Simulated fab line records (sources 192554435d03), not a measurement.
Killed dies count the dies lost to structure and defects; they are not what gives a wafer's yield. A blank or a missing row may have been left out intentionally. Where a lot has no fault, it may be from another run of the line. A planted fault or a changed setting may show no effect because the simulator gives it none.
Struck lot and sound lot, side by side :: flow n5Finfet :: 37 steps out of a route of 1938
Sound: these wafers, L170.2, L170.3, L170.6. Struck: wafers L174.4, L174.5 (left out: L174.3, a lot-mate that was not struck); the cause follows at the end.
Per side, at each step with rows, come the tool, then ch with its chambers, and then its first start. Under that, the readings that differ: sound wafers :: struck wafers :: difference of the means :: sigmas: that difference in standard deviations of wafers without a fault.
alike: same words and numbers on both sides, and readings whose means sit less than 2 such deviations apart. not compared: any withheld reading, any reading some wafer has no value for, any bound like >300 that may hide the same value, and any number with overlapping values for which the record gives no deviation.
A row with sigmas, a row that says differs or no value, or rows on one side alone: a step with any of these is where the two part. When numbers do not overlap yet have no deviation, they are printed without sigmas and do not part them. A reading that every wafer of one side lacks parts them only if that side has two wafers or more.

first, 8 steps without rows for these wafers: N5_BEOL_M3_ECD_50 (material Cu, target thk 300 nm); N5_BEOL_M3_ANNEAL_51 (time 90 s); N5_BEOL_M3_CMP_52 (polishes, stops on SiOC, t overpolish 6.8 s, target thk 40 nm); N5_BEOL_M3_PRE_CLEAN_60 (time 15 s); N5_BEOL_M3_CO_CAP_55 (material Co, precursor CCTBA/H2, target thk 2 nm, time 102.1 s); N5_BEOL_M3_PRE_CLEAN_56 (time 15 s); N5_BEOL_M3_DEP_57 (deposits SiCN from 3MS/NH3, target thk 8 nm, time 14 s); N5_BEOL_M4_ILD_DEP_00 (deposits SiOC from DEMS/O2, target thk 79 nm, time 15.3 s).
N5_BEOL_M4_PECVD_72: deposits SiO2 from TEOS/O2, target thk 16 nm, time 18 s.
  sound on pecvd-04 ch 0,1, day 11 02:19; struck on pecvd-01 ch 0,1, day 11 14:48
reading: model.SiO2_of_BEOL_M4_PECVD_72.thkNm (nm)
sound: 15.4 15.8 16
struck: 12.6 12.8
difference: -3.0
sigmas: 
  alike: heaterPowerW, showerheadPlenumPTorr, throttleValvePct
then, 25 steps without rows for these wafers: N5_BEOL_M4_HM_DEP_02 (deposits TiN, target thk 20 nm); N5_BEOL_M4_COAT_61 (time 60 s, resist thk 60 nm); N5_BEOL_M4_COAT_62 (time 60 s, resist thk 12 nm); N5_BEOL_M4_COAT_73 (time 60 s, resist thk 5 nm); N5_BEOL_M4_COAT_05 (resist thk 30 nm); N5_BEOL_M4_EBR_07; N5_BEOL_M4_SOFTBAKE_06 (time 60 s); N5_BEOL_M4_EXPOSE_08 (exposes mask M4); N5_BEOL_M4_PEB_09 (peb time 60 s); N5_BEOL_M4_DEVELOP_10 (develop time 30 s); N5_BEOL_M4_DESCUM_16 (chemistry O2, time 7 s); N5_BEOL_M4_ETCH_74 (etches underlayer in N2/H2, target depth 6.5 nm, time 5.2 s); N5_BEOL_M4_ETCH_63 (etches SiARC in CF4, target depth 15.6 nm, time 26 s); N5_BEOL_M4_ETCH_64 (etches SOC in N2/H2, target depth 75 nm, overetch 22.5 nm, time 121.9 s); N5_BEOL_M4_STRIP_65 (strips in N2/H2); N5_BEOL_M4_STRIP_75 (strips in N2/H2); N5_BEOL_M4_STRIP_66 (strips in CF4); N5_BEOL_M4_HM_OPEN_17 (chemistry Cl2/BCl3, target TiN, target depth 20 nm, overetch 6 nm); N5_BEOL_M4_STRIP_19 (strips in O2); N5_BEOL_M4_COAT_67 (time 60 s, resist thk 60 nm); N5_BEOL_M4_COAT_68 (time 60 s, resist thk 12 nm); N5_BEOL_M4_COAT_76 (time 60 s, resist thk 5 nm); N5_BEOL_M4_COAT_22 (resist thk 30 nm); N5_BEOL_M4_EBR_24; N5_BEOL_M4_SOFTBAKE_23 (time 60 s).
N5_BEOL_M4_HM_STRIP_39: strips TiN in peroxide tin strip, target depth 25 nm, time 158 s.
  sound on wetBench-03 ch 5,6,7, day 11 09:20; struck on wetBench-06 ch 3,4, day 11 22:53
reading: model.SiO2_of_BEOL_M4_PECVD_72.thkNm (nm)
sound: 15.4 15.8 16
struck: 12.4 12.6
difference: -3.2
sigmas: 
N5_BEOL_M4_CMP_52: polishes, stops on SiOC, t overpolish 6.8 s, target thk 40 nm.
  sound on cmp-01 ch 1,2,3, day 11 13:06; struck on cmp-04 ch 0,3, day 12 02:20
reading: barrierFieldEndpointS (s)
sound: 23.6 24.2 25.2
struck: 19.9 20.7
difference: -4.0
sigmas: -5
  alike: clearingPlatenDownForcePsi, clearingPlatenRpm, motorCurrentA
N5_BEOL_M4_RC_MEAS_101:
  sound on prober-02 ch 0, day 11 13:49; struck on prober-02 ch 0, day 12 03:14
  alike: DIBL_N, DIBL_P, IOFF_N, IOFF_P, ION_N, ION_P, SS_N, SS_P, VT_N, VT_P

== WHERE THEY PART ==
At N5_BEOL_M4_CMP_52 and nowhere else, as far as this record goes. Later steps at which nothing parts them and some readings are alike: N5_BEOL_M4_RC_MEAS_101.

WHY: the cause the simulator had injected
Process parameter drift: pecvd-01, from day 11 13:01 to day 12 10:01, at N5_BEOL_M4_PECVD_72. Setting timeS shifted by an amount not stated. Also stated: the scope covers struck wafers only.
